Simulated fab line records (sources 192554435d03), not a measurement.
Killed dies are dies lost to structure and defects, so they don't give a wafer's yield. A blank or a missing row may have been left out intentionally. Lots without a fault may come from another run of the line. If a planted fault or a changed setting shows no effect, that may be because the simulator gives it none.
Chamber matching -- flow n5_finfet -- cvd_co-01 running N5_BEOL_M1_PRE_CLEAN_60: 3 sister chambers
The step time 15 s. 42 wafers are shown with their chamber, then 12 later ones without.

== WAFERS WITH THEIR CHAMBER ==
wafer,chamber,heater_power_w (W)
L074.2,2,86
L074.3,0,73
L074.5,2,85
L077.1,0,75
L077.2,2,83
L077.3,1,80
L077.4,2,85
L077.5,1,80
L077.6,0,74
L080.1,1,79
L080.2,2,86
L080.3,0,76
L080.4,1,79
L080.5,0,77
L080.6,2,85
L082.1,0,75
L082.3,0,73
L082.4,0,74
L082.2,0,75
L082.5,0,76
L082.6,0,76
L081.1,0,75
L081.2,0,75
L081.5,0,76
L081.3,0,74
L081.4,0,75
L081.6,0,75
L083.1,0,74
L083.3,0,75
L083.6,0,74
L085.1,1,81
L085.2,2,85
L085.3,0,75
L085.4,2,87
L085.5,1,84
L085.6,0,75
L086.1,0,76
L086.2,2,86
L086.6,0,73
L089.1,0,74
L089.2,2,86
L089.3,1,82

SIGNATURES, as means of the wafers listed above
reading,chamber 0,chamber 1,chamber 2,scatter within a chamber
heater_power_w,74.80,80.71,85.40,1.2
Rule: a wafer's distance from a chamber is the root of the sum, over the readings, of the square of ((its reading less the chamber's mean) divided by the reading's scatter). The wafer belongs to the nearest chamber; if the next one is less than 2 further off, it can't be placed. How the scatter is found: for the shown wafers, subtract from each reading the mean of its chamber, square and add these, divide the total by (wafers less chambers), then take the root.

== WAFERS MISSING THEIR CHAMBER ==
wafer,heater_power_w (W)
L089.4,81
L089.5,77
L089.6,86
L092.1,75
L092.2,86
L092.6,86
L093.1,77
L093.3,82
L093.6,81
L095.1,75
L095.2,87
L095.5,77

== EACH ONE'S CHAMBER ==
wafer,from the rows above,in truth
L089.4,1,1
L089.5,can't be placed: 0 or 1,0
L089.6,2,2
L092.1,0,0
L092.2,2,2
L092.6,2,2
L093.1,can't be placed: 0 or 1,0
L093.3,can't be placed: 1 or 2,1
L093.6,1,1
L095.1,0,0
L095.2,2,2
L095.5,can't be placed: 0 or 1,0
8 of 12 placed correctly. Unplaceable from these rows: 4, with the true chamber sitting among the candidates in 4. Number placed wrongly: 0.
